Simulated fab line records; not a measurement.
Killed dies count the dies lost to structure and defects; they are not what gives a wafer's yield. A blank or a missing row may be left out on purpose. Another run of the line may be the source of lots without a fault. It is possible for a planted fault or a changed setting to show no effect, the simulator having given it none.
fab line records	flow nand-harc
[record] lots = 14	wafers = 42	last-day = 25
route steps=1159 shown A_CONTACT@946 A_BLC@971 END@1159
lots untouched by any fault: they come from a run of this same line in which no faults occurred
start-h: hours from the record's first day to the start of the lot's first wafer shown	wait-h: how many hours have passed since the lot's step before this one	" unchanged from the row above	L1.1+2: one row covering several wafers at once	- no value, or no start given	* or withheld: withheld	< > ~ a bound
route shown NAME@n: a module of which the file shows steps, and the number in the route of the first	usual: mean/standard deviation of fault-free wafers	same: alike in all rows	chamber/n: place in a boat	sites: the reading at each site	_std_site: how widely they spread, as a standard deviation	_edge_site: outer sites' mean less inner sites'	radius-mm: how far each site lies from the wafer's centre	mask NAME#n: copy n	behind: tool/chamber where the wafer was last shaped	hold: the reason the lot was held/the length of the hold in hours/how it ended	device: whichever transistor did not switch (one of n, p or np)	end of line: at the end of the route, the tests of the same wafers	step lacking rows: just its recipe	killed: dies lost to structure and defects at the first sort, not the wafer's yield	map: a wafer's dies, marking killed ones x, the rest . and places with no die _
set.NAME: the run value of the setting; set.NAME@STEP: its run value at that earlier step	model.NAME: the simulator's own value behind a step, which no gauge read
a sample of lots followed through the steps of the route, with each step as a table and each wafer as a row
services: from which hour (start-h, from the record's first day; less than 0 if before it) a tool's chamber was out of use, for how many hours, and why
[[steps]]
[step NHARC_A_CONTACT_ETCH_137]
[recipe] source-w = withheld	pressure-mtorr = 20	bias-v = 3000	time-s = 132	target-depth-a = 12870	ar-flow-sccm = withheld	c4f8-flow-sccm = withheld	o2-flow-sccm = withheld	chemistry = C4F8/O2/Ar
[same] time-s = 132
lot.wafer	tool	chamber	start-h	wait-h	rf-hours-counter-h
L832.2	har-cap-etch-03	0	389.68	0.1	87
L832.4	"	1	"	"	-
L832.6	"	1	"	"	-
L836.3	har-cap-etch-03	0	394.69	0.1	-
L836.5	"	1	"	"	-
L836.6	"	0	"	"	-
L833.4	har-cap-etch-01	0	395.87	0.1	-
L833.5	"	0	"	"	-
L833.6	"	1	"	"	-
L834.1	har-cap-etch-01	0	399.70	0.1	61
L834.4	"	1	"	"	-
L834.6	"	1	"	"	-
L838.2	har-cap-etch-02	0	440.61	0.1	22
L838.1	"	1	"	"	22
L838.3	"	0	"	"	-
L842.1	har-cap-etch-01	1	447.50	0.1	69
L842.2	"	0	"	"	69
L842.6	"	0	"	"	-
L843.2	har-cap-etch-01	0	448.92	0.1	70
L843.1	"	1	"	"	70
L843.3	"	0	"	"	-
L844.2	har-cap-etch-03	1	451.51	0.1	99
L844.1	"	0	"	"	99
L844.6	"	1	"	"	-
L841.2	har-cap-etch-01	1	452.18	0.1	71
L841.3	"	1	"	"	-
L841.5	"	1	"	"	-
L846.1	har-cap-etch-03	0	462.13	0.1	101
L846.3	"	1	"	"	-
L846.5	"	0	"	"	-
L850.3	har-cap-etch-01	0	495.33	0.1	-
L850.6	"	1	"	"	-
L850.5	"	0	"	"	-
L851.2	har-cap-etch-01	0	508.05	0.1	77
L851.4	"	1	"	"	-
L851.5	"	1	"	"	-
L855.1	har-cap-etch-01	0	525.57	0.1	80
L855.5	"	0	"	"	-
L855.6	"	1	"	"	-
L854.3	har-cap-etch-03	0	532.62	0.1	-
L854.5	"	1	"	"	-
L854.6	"	0	"	"	-
[step NHARC_A_CONTACT_ETCH_138]
[recipe] source-w = withheld	pressure-mtorr = 20	bias-v = 3000	time-s = 132	target-depth-a = 12890	ar-flow-sccm = withheld	c4f8-flow-sccm = withheld	o2-flow-sccm = withheld	chemistry = C4F8/O2/Ar
[same] time-s = 132
lot.wafer	tool	chamber	start-h	wait-h	rf-hours-counter-h
L832.2	har-cap-etch-03	0	389.81	0.1	87
L832.4	"	1	"	"	-
L832.6	"	1	"	"	-
L836.3	har-cap-etch-03	0	394.86	0.1	-
L836.5	"	1	"	"	-
L836.6	"	0	"	"	-
L833.4	har-cap-etch-01	0	396.00	0.1	-
L833.5	"	0	"	"	-
L833.6	"	1	"	"	-
L834.1	har-cap-etch-01	0	399.83	0.1	61
L834.4	"	1	"	"	-
L834.6	"	1	"	"	-
L838.2	har-cap-etch-02	0	440.73	0.1	22
L838.1	"	1	"	"	22
L838.3	"	0	"	"	-
L842.1	har-cap-etch-01	1	447.62	0.1	69
L842.2	"	0	"	"	69
L842.6	"	0	"	"	-
L843.2	har-cap-etch-01	0	449.04	0.1	70
L843.1	"	1	"	"	70
L843.3	"	0	"	"	-
L844.2	har-cap-etch-03	1	451.63	0.1	100
L844.1	"	0	"	"	100
L844.6	"	1	"	"	-
L841.2	har-cap-etch-01	1	452.30	0.1	71
L841.3	"	1	"	"	-
L841.5	"	1	"	"	-
L846.1	har-cap-etch-03	0	462.25	0.1	101
L846.3	"	1	"	"	-
L846.5	"	0	"	"	-
L850.3	har-cap-etch-01	0	495.45	0.1	-
L850.6	"	1	"	"	-
L850.5	"	0	"	"	-
L851.2	har-cap-etch-01	0	508.22	0.1	77
L851.4	"	1	"	"	-
L851.5	"	1	"	"	-
L855.1	har-cap-etch-01	0	525.69	0.1	81
L855.5	"	0	"	"	-
L855.6	"	1	"	"	-
L854.3	har-cap-etch-03	0	532.74	0.1	-
L854.5	"	1	"	"	-
L854.6	"	0	"	"	-
[step NHARC_A_BLC_EXPOSE_07]
[recipe] na = 1.35	target-cd-nm = 100	dose-mj = 67.97	mask-id = A_BLC
[usual] exposure-dose-mJ-cm2 = 67.96/0.072
lot.wafer	tool	chamber	start-h	wait-h	mask	exposure-dose-mJ-cm2
L832.2	arfi-scanner-02	0	396.02	-	A_BLC#0	68.07
L832.4	"	0	"	"	A_BLC#0	68.02
L832.6	"	0	"	"	A_BLC#0	68.03
L836.3	arfi-scanner-02	0	398.35	-	A_BLC#0	68.01
L836.5	"	0	"	"	A_BLC#0	68.02
L836.6	"	0	"	"	A_BLC#0	67.99
L833.4	arfi-scanner-03	0	401.66	-	A_BLC#0	68.00
L833.5	"	0	"	"	A_BLC#0	67.96
L833.6	"	0	"	"	A_BLC#0	67.91
L834.1	arfi-scanner-01	0	403.39	-	A_BLC#0	67.89
L834.4	"	0	"	"	A_BLC#0	67.97
L834.6	"	0	"	"	A_BLC#0	67.99
L838.1	arfi-scanner-02	0	447.63	-	A_BLC#0	65.70
L838.2	"	0	"	"	A_BLC#0	65.69
L838.3	"	0	"	"	A_BLC#0	65.67
L842.1	arfi-scanner-02	0	451.76	-	A_BLC#0	66.19
L842.2	"	0	"	"	A_BLC#0	66.24
L842.6	"	0	"	"	A_BLC#0	66.25
L843.1	arfi-scanner-02	0	452.75	-	A_BLC#0	66.45
L843.2	"	0	"	"	A_BLC#0	66.57
L843.3	"	0	"	"	A_BLC#0	66.59
L844.1	arfi-scanner-02	0	455.21	-	A_BLC#0	66.83
L844.2	"	0	"	"	A_BLC#0	66.77
L844.6	"	0	"	"	A_BLC#0	66.95
L841.2	arfi-scanner-01	0	456.52	-	A_BLC#0	67.86
L841.3	"	0	"	"	A_BLC#0	67.83
L841.5	"	0	"	"	A_BLC#0	67.88
L846.1	arfi-scanner-01	0	470.29	-	A_BLC#0	68.06
L846.3	"	0	"	"	A_BLC#0	68.02
L846.5	"	0	"	"	A_BLC#0	67.94
L850.3	arfi-scanner-03	0	509.51	-	A_BLC#0	67.97
L850.5	"	0	"	"	A_BLC#0	67.92
L850.6	"	0	"	"	A_BLC#0	67.91
L851.2	arfi-scanner-03	0	516.53	-	A_BLC#0	67.80
L851.4	"	0	"	"	A_BLC#0	67.98
L851.5	"	0	"	"	A_BLC#0	67.87
L855.1	arfi-scanner-03	0	529.23	-	A_BLC#0	68.05
L855.5	"	0	"	"	A_BLC#0	68.06
L855.6	"	0	"	"	A_BLC#0	68.03
L854.3	arfi-scanner-01	0	536.52	-	A_BLC#0	67.96
L854.5	"	0	"	"	A_BLC#0	67.90
L854.6	"	0	"	"	A_BLC#0	67.96
[step NHARC_A_BLC_CD_MEAS_19]
[usual] cd-nm = 99.1/2.8
lot.wafer	tool	chamber	start-h	wait-h	cd-nm
L832.2	cd-sem-03	-	397.32	-	95.0
L832.4	"	-	"	"	99.6
L832.6	"	-	"	"	103.1
L836.3	cd-sem-01	-	399.65	-	92.3
L836.5	"	-	"	"	100.8
L836.6	"	-	"	"	94.8
L833.4	cd-sem-03	-	402.95	-	103.8
L833.5	"	-	"	"	105.0
L833.6	"	-	"	"	99.4
L834.1	cd-sem-01	-	404.68	-	98.3
L834.4	"	-	"	"	100.3
L834.6	"	-	"	"	99.1
L838.1	cd-sem-02	-	450.50	-	97.9
L838.2	"	-	"	"	97.3
L838.3	"	-	"	"	98.1
L842.1	cd-sem-03	-	453.07	-	98.5
L842.2	"	-	"	"	99.0
L842.6	"	-	"	"	94.9
L843.1	cd-sem-02	-	454.22	-	95.9
L843.2	"	-	"	"	98.8
L843.3	"	-	"	"	94.7
L844.1	cd-sem-03	-	456.50	-	92.6
L844.2	"	-	"	"	96.9
L844.6	"	-	"	"	99.8
L841.2	cd-sem-02	-	457.94	-	96.6
L841.3	"	-	"	"	99.1
L841.5	"	-	"	"	94.9
L846.1	cd-sem-01	-	471.72	-	103.8
L846.3	"	-	"	"	101.5
L846.5	"	-	"	"	98.0
L850.3	cd-sem-02	-	510.90	-	99.6
L850.5	"	-	"	"	100.2
L850.6	"	-	"	"	95.3
L851.2	cd-sem-02	-	517.81	-	99.7
L851.4	"	-	"	"	96.0
L851.5	"	-	"	"	97.8
L855.1	cd-sem-03	-	530.53	-	98.1
L855.5	"	-	"	"	103.0
L855.6	"	-	"	"	95.3
L854.3	cd-sem-02	-	537.81	-	101.7
L854.5	"	-	"	"	98.5
L854.6	"	-	"	"	102.8
[step NHARC_END_SORT_01]
[recipe] temp-c = 25
[usual] killed-at-array = 27/11	killed-at-other = 0.7/1.1	killed-at-periphery = 3.6/2.4	killed-dies = 32/11	killed-open = 3.3/1.8	killed-short = 2.1/1.5
[same] gross-dies = 677
lot.wafer	tool	chamber	start-h	wait-h	killed-at-array	killed-at-other	killed-at-periphery	killed-dies	killed-open	killed-short
L832.2	prober-01	0	447.45	2.8	24	0	0	24	3	2
L832.4	prober-01	0	449.06	3.4	21	0	4	25	5	2
L832.6	prober-01	0	450.67	4.0	18	0	4	22	2	0
L833.4	prober-02	0	454.70	3.4	14	1	4	19	3	6
L833.5	prober-02	0	455.50	3.7	14	0	5	19	6	1
L833.6	prober-02	0	456.30	4.0	11	0	6	17	3	5
L836.3	prober-01	0	456.06	3.1	15	0	7	22	1	6
L836.5	prober-01	0	457.67	3.7	18	0	6	24	5	2
L836.6	prober-01	0	458.47	4.0	15	0	5	20	2	6
L834.1	prober-02	0	460.09	2.5	29	0	12	41	3	3
L834.4	prober-02	0	462.51	3.4	20	2	7	29	2	0
L834.6	prober-02	0	464.12	4.0	24	2	10	36	4	1
L842.1	prober-02	0	502.12	2.5	33	1	3	37	6	3
L842.2	prober-02	0	502.92	2.8	39	0	5	44	5	1
L842.6	prober-02	0	506.11	4.0	26	0	4	30	4	2
L843.1	prober-01	0	502.19	2.5	35	2	3	40	3	4
L843.2	prober-01	0	502.99	2.8	50	0	4	54	6	4
L843.3	prober-01	0	503.78	3.1	37	0	2	39	2	3
L838.1	prober-02	0	509.92	2.5	29	0	0	29	3	3
L838.2	prober-02	0	510.73	2.8	28	1	4	33	7	2
L838.3	prober-02	0	511.53	3.1	34	3	3	40	5	3
L844.1	prober-01	0	509.93	2.5	40	0	1	41	7	3
L844.2	prober-01	0	510.73	2.8	27	0	3	30	4	0
L844.6	prober-01	0	513.92	4.0	34	0	2	36	5	0
L841.2	prober-02	0	518.60	2.8	45	1	2	48	5	0
L841.3	prober-02	0	519.39	3.1	35	2	6	43	1	3
L841.5	prober-02	0	520.96	3.6	58	0	2	60	6	5
L846.1	prober-01	0	525.54	2.5	11	1	1	13	0	4
L846.3	prober-01	0	527.11	3.1	9	0	1	10	0	3
L846.5	prober-01	0	528.69	3.6	12	1	1	14	4	3
L850.3	prober-01	0	561.81	3.1	27	1	5	33	2	1
L850.5	prober-01	0	563.41	3.7	33	2	3	38	3	1
L850.6	prober-01	0	564.21	4.0	17	0	3	20	1	1
L851.2	prober-02	0	565.45	2.8	29	1	4	34	3	2
L851.4	prober-02	0	567.06	3.4	34	4	2	40	6	2
L851.5	prober-02	0	567.86	3.7	46	6	3	55	3	1
L855.1	prober-01	0	573.84	2.5	18	3	3	24	3	2
L855.5	prober-01	0	576.99	3.7	21	1	6	28	4	1
L855.6	prober-01	0	577.78	3.9	37	1	4	42	6	3
L854.3	prober-01	0	590.69	3.2	29	2	2	33	4	4
L854.5	prober-01	0	592.31	3.8	23	2	3	28	3	1
L854.6	prober-01	0	593.12	4.1	15	2	1	18	5	2
// killed by level:class
L832.2 A_SLIT:chamber-film-flake=13 A_CONTACT:geometric-particle:open=2 A_WL_FILL:chamber-film-flake=2 A_CONTACT:chamber-film-flake=2 A_ONON_D1:geometric-particle:open=1 A_CHANNEL_FILL_D1:geometric-particle:short=1 A_WL_FILL:geometric-particle:short=1 A_CHANNEL_HOLE_D1:chamber-film-flake=1
L832.4 A_SLIT:chamber-film-flake=6 A_CONTACT:chamber-film-flake=5 A_M0:geometric-particle:open=2 A_CHANNEL_HOLE_D1:chamber-film-flake=2 A_WL_FILL:chamber-film-flake=2 P_STI:geometric-particle:open=1 P_M1:geometric-particle:open=1 A_ONON_D1:geometric-particle:short=1
L832.6 A_SLIT:chamber-film-flake=6 A_WL_FILL:chamber-film-flake=4 A_CHANNEL_HOLE_D1:chamber-film-flake=3 A_STAIRCASE:chamber-film-flake=2 A_CONTACT:chamber-film-flake=2 P_GATE:geometric-particle:open=1 A_WL_FILL:geometric-particle:open=1 P_STI:chamber-film-flake=1
L833.4 A_CHANNEL_HOLE_D1:chamber-film-flake=3 A_STAIRCASE:chamber-film-flake=3 A_CONTACT:chamber-film-flake=2 P_STI:geometric-particle:short=1 P_GATE:geometric-particle:open=1 P_M1:geometric-particle:short=1 A_ONON_D1:geometric-particle:short=1 A_CHANNEL_HOLE_D1:geometric-particle:open=1
L833.5 A_CHANNEL_HOLE_D1:chamber-film-flake=5 A_CONTACT:chamber-film-flake=3 P_CONTACT:geometric-particle:open=2 P_GATE:chamber-film-flake=2 P_M0:geometric-particle:open=1 A_ONON_D1:geometric-particle:open=1 A_CHANNEL_FILL_D1:geometric-particle:open=1 A_WL_FILL:geometric-particle:short=1
L836.3 P_ZERO_WELL:chamber-film-flake=6 A_WL_FILL:geometric-particle:short=3 A_STAIRCASE:chamber-film-flake=3 A_CONTACT:chamber-film-flake=3 A_WL_FILL:chamber-film-flake=2 P_CONTACT:geometric-particle:short=1 A_CHANNEL_FILL_D1:geometric-particle:open=1 A_CHANNEL_FILL_D1:geometric-particle:short=1
L833.6 A_CHANNEL_HOLE_D1:chamber-film-flake=4 P_M0:geometric-particle:short=2 A_STAIRCASE:chamber-film-flake=2 P_STI:geometric-particle:short=1 P_GATE:geometric-particle:open=1 A_SGD_CUT:geometric-particle:short=1 A_SGD_CUT:geometric-particle:open=1 A_WL_FILL:geometric-particle:short=1
L836.5 A_STAIRCASE:chamber-film-flake=5 P_CONTACT:geometric-particle:open=3 A_CONTACT:chamber-film-flake=3 A_CHANNEL_HOLE_D1:geometric-particle:short=2 A_CHANNEL_HOLE_D1:chamber-film-flake=2 A_CHANNEL_FILL_D1:chamber-film-flake=2 A_WL_FILL:chamber-film-flake=2 A_SGD_CUT:geometric-particle:open=1
L836.6 A_CHANNEL_HOLE_D1:chamber-film-flake=5 A_WL_FILL:geometric-particle:short=3 P_ZERO_WELL:chamber-film-flake=3 A_CONTACT:chamber-film-flake=2 P_STI:geometric-particle:short=1 P_CONTACT:geometric-particle:open=1 A_CHANNEL_HOLE_D1:geometric-particle:short=1 A_WL_FILL:geometric-particle:open=1
L834.1 A_CHANNEL_HOLE_D1:chamber-film-flake=11 P_CONTACT:chamber-film-flake=9 A_SLIT:chamber-film-flake=8 A_ZERO_WELL:chamber-film-flake=5 A_CONTACT:geometric-particle:open=2 A_STAIRCASE:chamber-film-flake=2 P_CONTACT:geometric-particle:short=1 P_M0:geometric-particle:open=1
L834.4 A_CHANNEL_HOLE_D1:chamber-film-flake=9 P_CONTACT:chamber-film-flake=5 A_SLIT:chamber-film-flake=4 A_STAIRCASE:chamber-film-flake=2 A_CONTACT:chamber-film-flake=2 P_CONTACT:geometric-particle:open=1 A_WL_FILL:geometric-particle:open=1 P_STI:chamber-film-flake=1
L834.6 A_CHANNEL_HOLE_D1:chamber-film-flake=12 P_CONTACT:chamber-film-flake=8 A_SLIT:chamber-film-flake=5 A_CONTACT:chamber-film-flake=3 THIN_TSV:chamber-film-flake=2 P_CONTACT:geometric-particle:open=1 P_M0:geometric-particle:open=1 A_ONON_D1:geometric-particle:open=1
L842.1 A_SLIT:chamber-film-flake=10 A_CONTACT:chamber-film-flake=6 A_CHANNEL_HOLE_D1:chamber-film-flake=5 A_M0:geometric-particle:open=3 P_ZERO_WELL:chamber-film-flake=2 A_STAIRCASE:chamber-film-flake=2 A_WL_FILL:chamber-film-flake=2 P_CONTACT:geometric-particle:open=1
L843.1 A_CHANNEL_HOLE_D1:chamber-film-flake=12 A_STAIRCASE:chamber-film-flake=12 A_SLIT:chamber-film-flake=5 A_CONTACT:chamber-film-flake=2 P_GATE:geometric-particle:open=1 P_M2:geometric-particle:open=1 A_ONON_D1:geometric-particle:short=1 A_CHANNEL_FILL_D1:geometric-particle:open=1
L842.2 A_SLIT:chamber-film-flake=21 A_CHANNEL_HOLE_D1:chamber-film-flake=5 P_ZERO_WELL:chamber-film-flake=4 A_M0:geometric-particle:open=3 A_WL_FILL:chamber-film-flake=3 A_CONTACT:chamber-film-flake=3 A_SOURCE_PLATE:geometric-particle:open=1 A_BLC:geometric-particle:short=1
L843.2 A_CHANNEL_HOLE_D1:chamber-film-flake=24 A_SLIT:chamber-film-flake=14 A_CONTACT:geometric-particle:open=2 P_STI:chamber-film-flake=2 A_STAIRCASE:chamber-film-flake=2 A_CONTACT:chamber-film-flake=2 P_GATE:geometric-particle:open=1 P_CONTACT:geometric-particle:open=1
L843.3 A_CHANNEL_HOLE_D1:chamber-film-flake=19 A_SLIT:chamber-film-flake=10 A_ONON_D1:geometric-particle:open=2 A_CONTACT:chamber-film-flake=2 P_M0:geometric-particle:short=1 A_CHANNEL_FILL_D1:geometric-particle:short=1 A_WL_FILL:geometric-particle:short=1 P_STI:chamber-film-flake=1
L842.6 A_SLIT:chamber-film-flake=10 A_CONTACT:chamber-film-flake=9 P_ZERO_WELL:chamber-film-flake=3 A_ONON_D1:geometric-particle:short=2 P_GATE:geometric-particle:open=1 A_SGD_CUT:geometric-particle:open=1 A_CONTACT:geometric-particle:open=1 A_M0:geometric-particle:open=1
L838.1 A_CHANNEL_HOLE_D1:chamber-film-flake=14 A_STAIRCASE:chamber-film-flake=5 A_CONTACT:chamber-film-flake=3 A_ONON_D1:geometric-particle:open=1 A_CHANNEL_HOLE_D1:geometric-particle:open=1 A_CHANNEL_FILL_D1:geometric-particle:short=1 A_CONTACT:geometric-particle:short=1 A_BLC:geometric-particle:short=1
L844.1 A_SLIT:chamber-film-flake=14 A_CONTACT:chamber-film-flake=8 A_CHANNEL_HOLE_D1:chamber-film-flake=6 A_SOURCE_PLATE:geometric-particle:open=3 A_STAIRCASE:chamber-film-flake=2 A_CHANNEL_FILL_D1:geometric-particle:open=1 A_SGD_CUT:geometric-particle:short=1 A_SGD_CUT:geometric-particle:open=1
L844.2 A_SLIT:chamber-film-flake=10 A_CONTACT:chamber-film-flake=9 A_CHANNEL_HOLE_D1:chamber-film-flake=3 P_M1:chamber-film-flake=2 A_ONON_D1:geometric-particle:open=1 A_CONTACT:geometric-particle:open=1 A_BLC:geometric-particle:open=1 A_M0:geometric-particle:open=1
L838.2 A_CHANNEL_HOLE_D1:chamber-film-flake=16 A_CONTACT:chamber-film-flake=4 A_CONTACT:geometric-particle:open=2 A_M0:geometric-particle:open=2 P_CONTACT:geometric-particle:open=1 P_M0:geometric-particle:open=1 A_SGD_CUT:geometric-particle:short=1 A_WL_FILL:geometric-particle:short=1
L838.3 A_CHANNEL_HOLE_D1:chamber-film-flake=21 A_CONTACT:chamber-film-flake=6 THIN_TSV:chamber-film-flake=3 P_CONTACT:geometric-particle:open=1 P_CONTACT:geometric-particle:short=1 P_M1:geometric-particle:open=1 A_CHANNEL_HOLE_D1:geometric-particle:short=1 A_WL_FILL:geometric-particle:short=1
L844.6 A_SLIT:chamber-film-flake=12 A_CONTACT:chamber-film-flake=11 A_CHANNEL_HOLE_D1:chamber-film-flake=6 A_CONTACT:geometric-particle:open=2 P_GATE:geometric-particle:open=1 A_ONON_D1:geometric-particle:open=1 A_M0:geometric-particle:open=1 P_M1:chamber-film-flake=1
L841.2 A_CHANNEL_HOLE_D1:chamber-film-flake=18 A_SLIT:chamber-film-flake=14 A_CONTACT:chamber-film-flake=5 A_SGD_CUT:chamber-film-flake=2 P_CONTACT:geometric-particle:open=1 A_SGD_CUT:geometric-particle:open=1 A_CONTACT:geometric-particle:open=1 A_BLC:geometric-particle:open=1
L841.3 A_CHANNEL_HOLE_D1:chamber-film-flake=14 A_SLIT:chamber-film-flake=13 P_STI:chamber-film-flake=4 A_STAIRCASE:chamber-film-flake=3 A_CONTACT:geometric-particle:short=2 P_ZERO_WELL:chamber-film-flake=2 A_ONON_D1:geometric-particle:short=1 A_CHANNEL_HOLE_D1:geometric-particle:open=1
L841.5 A_SLIT:chamber-film-flake=21 A_CHANNEL_HOLE_D1:chamber-film-flake=20 A_CONTACT:chamber-film-flake=3 A_CHANNEL_HOLE_D1:geometric-particle:open=2 A_CONTACT:geometric-particle:open=2 A_ONON_D1:geometric-particle:short=1 A_ONON_D1:geometric-particle:open=1 A_SGD_CUT:geometric-particle:short=1
L846.1 A_CHANNEL_HOLE_D1:chamber-film-flake=4 A_CONTACT:chamber-film-flake=3 A_CONTACT:geometric-particle:short=2 A_WL_FILL:geometric-particle:short=1 A_M0:geometric-particle:short=1 P_M1:chamber-film-flake=1 THIN_TSV:chamber-film-flake=1
L846.3 A_CHANNEL_HOLE_D1:chamber-film-flake=4 A_WL_FILL:chamber-film-flake=2 P_M1:geometric-particle:short=1 A_ONON_D1:geometric-particle:short=1 A_SGD_CUT:geometric-particle:short=1 A_CONTACT:chamber-film-flake=1
L846.5 A_STAIRCASE:chamber-film-flake=2 A_WL_FILL:chamber-film-flake=2 A_CONTACT:chamber-film-flake=2 P_M1:geometric-particle:open=1 A_ONON_D1:geometric-particle:short=1 A_CHANNEL_FILL_D1:geometric-particle:short=1 A_WL_FILL:geometric-particle:open=1 A_WL_FILL:geometric-particle:short=1
L850.3 A_SLIT:chamber-film-flake=13 A_CHANNEL_HOLE_D1:chamber-film-flake=7 A_CONTACT:chamber-film-flake=6 P_CONTACT:geometric-particle:open=2 P_GATE:chamber-film-flake=2 A_CHANNEL_FILL_D1:geometric-particle:short=1 P_STI:chamber-film-flake=1 HYBRID_BOND:latent=1
L850.5 A_SLIT:chamber-film-flake=13 A_CONTACT:chamber-film-flake=8 A_CHANNEL_HOLE_D1:chamber-film-flake=6 P_STI:chamber-film-flake=3 A_STAIRCASE:chamber-film-flake=3 A_CONTACT:geometric-particle:open=2 A_ONON_D1:geometric-particle:short=1 STARTING-WAFER:geometric-particle:open=1
L850.6 A_SLIT:chamber-film-flake=7 A_CHANNEL_HOLE_D1:chamber-film-flake=4 P_STI:chamber-film-flake=2 A_CONTACT:chamber-film-flake=2 A_ONON_D1:geometric-particle:short=1 A_CONTACT:geometric-particle:open=1 P_GATE:chamber-film-flake=1 A_STAIRCASE:chamber-film-flake=1
L851.2 A_CHANNEL_HOLE_D1:chamber-film-flake=14 A_STAIRCASE:chamber-film-flake=5 A_CONTACT:chamber-film-flake=4 A_WL_FILL:geometric-particle:short=2 P_STI:chamber-film-flake=2 A_ONON_D1:geometric-particle:open=1 A_CHANNEL_FILL_D1:geometric-particle:open=1 A_WL_FILL:geometric-particle:open=1
L851.4 A_CHANNEL_HOLE_D1:chamber-film-flake=13 A_STAIRCASE:chamber-film-flake=13 THIN_TSV:chamber-film-flake=3 A_WL_FILL:geometric-particle:short=2 A_CONTACT:chamber-film-flake=2 P_GATE:geometric-particle:open=1 P_M0:geometric-particle:open=1 A_ONON_D1:geometric-particle:open=1
L851.5 A_CHANNEL_HOLE_D1:chamber-film-flake=25 A_STAIRCASE:chamber-film-flake=11 A_CONTACT:chamber-film-flake=6 THIN_TSV:chamber-film-flake=6 P_STI:chamber-film-flake=2 P_GATE:geometric-particle:open=1 A_WL_FILL:geometric-particle:short=1 A_WL_FILL:geometric-particle:open=1
L855.1 A_SLIT:chamber-film-flake=9 THIN_TSV:chamber-film-flake=3 A_CHANNEL_HOLE_D1:chamber-film-flake=2 A_CONTACT:chamber-film-flake=2 P_CONTACT:geometric-particle:open=1 P_CONTACT:geometric-particle:short=1 A_SOURCE_PLATE:geometric-particle:open=1 A_CHANNEL_HOLE_D1:geometric-particle:open=1
L855.5 A_SLIT:chamber-film-flake=12 P_GATE:chamber-film-flake=4 A_CHANNEL_HOLE_D1:chamber-film-flake=3 P_M0:geometric-particle:open=1 A_CHANNEL_FILL_D1:geometric-particle:short=1 A_SLIT:geometric-particle:open=1 A_WL_FILL:geometric-particle:open=1 A_M0:geometric-particle:open=1
L855.6 A_SLIT:chamber-film-flake=18 A_CHANNEL_HOLE_D1:chamber-film-flake=6 A_STAIRCASE:chamber-film-flake=4 P_GATE:chamber-film-flake=3 A_CHANNEL_FILL_D1:geometric-particle:short=2 A_WL_FILL:geometric-particle:open=2 P_BONDPAD:geometric-particle:open=1 A_ONON_D1:geometric-particle:open=1
L854.3 A_CONTACT:chamber-film-flake=8 A_CHANNEL_HOLE_D1:chamber-film-flake=7 A_CHANNEL_FILL_D1:chamber-film-flake=4 A_ONON_D1:geometric-particle:short=2 A_M0:geometric-particle:open=2 P_STI:chamber-film-flake=2 THIN_TSV:chamber-film-flake=2 A_CHANNEL_FILL_D1:geometric-particle:short=1
L854.5 A_CHANNEL_HOLE_D1:chamber-film-flake=9 A_CONTACT:chamber-film-flake=9 THIN_TSV:chamber-film-flake=2 P_CONTACT:geometric-particle:open=1 A_SOURCE_PLATE:geometric-particle:open=1 A_CHANNEL_FILL_D1:geometric-particle:short=1 A_CONTACT:geometric-particle:open=1 P_ZERO_WELL:chamber-film-flake=1
L854.6 A_CHANNEL_HOLE_D1:chamber-film-flake=4 A_CONTACT:geometric-particle:open=3 A_CONTACT:chamber-film-flake=3 A_SOURCE_PLATE:geometric-particle:open=1 A_CHANNEL_FILL_D1:geometric-particle:open=1 A_M0:geometric-particle:short=1 STARTING-WAFER:geometric-particle:short=1 P_STI:chamber-film-flake=1
[[services]]
tool	chamber	start-h	hours	kind
arfi-scanner-01	-	368.00	4.0	pm
har-cap-etch-02	-	386.57	0.4	repair
arfi-scanner-02	-	428.00	4.0	pm
arfi-scanner-02	-	452.83	0.9	repair
har-cap-etch-02	-	456.12	2.6	repair
arfi-scanner-01	-	459.11	5.2	repair
arfi-scanner-03	-	484.00	4.0	pm
arfi-scanner-03	-	496.35	0.2	repair
arfi-scanner-03	-	499.11	3.7	repair
[[key]]
[first-sign] step = NHARC_A_BLC_EXPOSE_07	reading = exposure-dose-mJ-cm2	direction = down	sigmas = 23	usual = 67.96	struck = 66.32
effect none on later readings
met-at NHARC_A_BLC_EXPOSE_07
struck-lots L838,L842,L843,L844
tester-left-out L838,L842,L843,L844
[loop-trim] step = NHARC_A_BLC_EXPOSE_07	setting = dose	lots = L842,L843,L844
not-acting-at NHARC_A_CONTACT_ETCH_137,NHARC_A_CONTACT_ETCH_138,NHARC_A_BLC_CD_MEAS_19
onset-between 398.35 447.63
[fault] kind = process-parameter-drift	tool = arfi-scanner-02	chamber = -	onset-h = 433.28	steps = NHARC_A_BLC_EXPOSE_07	channel = dose-mj	offset = -2.2205	shape = step	acts-in = these-recipes-only	stated = 67.97
// tester-left-out: of these lots the tester's yield and bins aren't shown, on N5 and GAA mostly nor the transistor test; their killed dies are dies lost to structure and defects alone, not to doping, threshold or leakage, so they don't give the yield
// loop-trim: a control loop set the setting to another value than it would have without faults
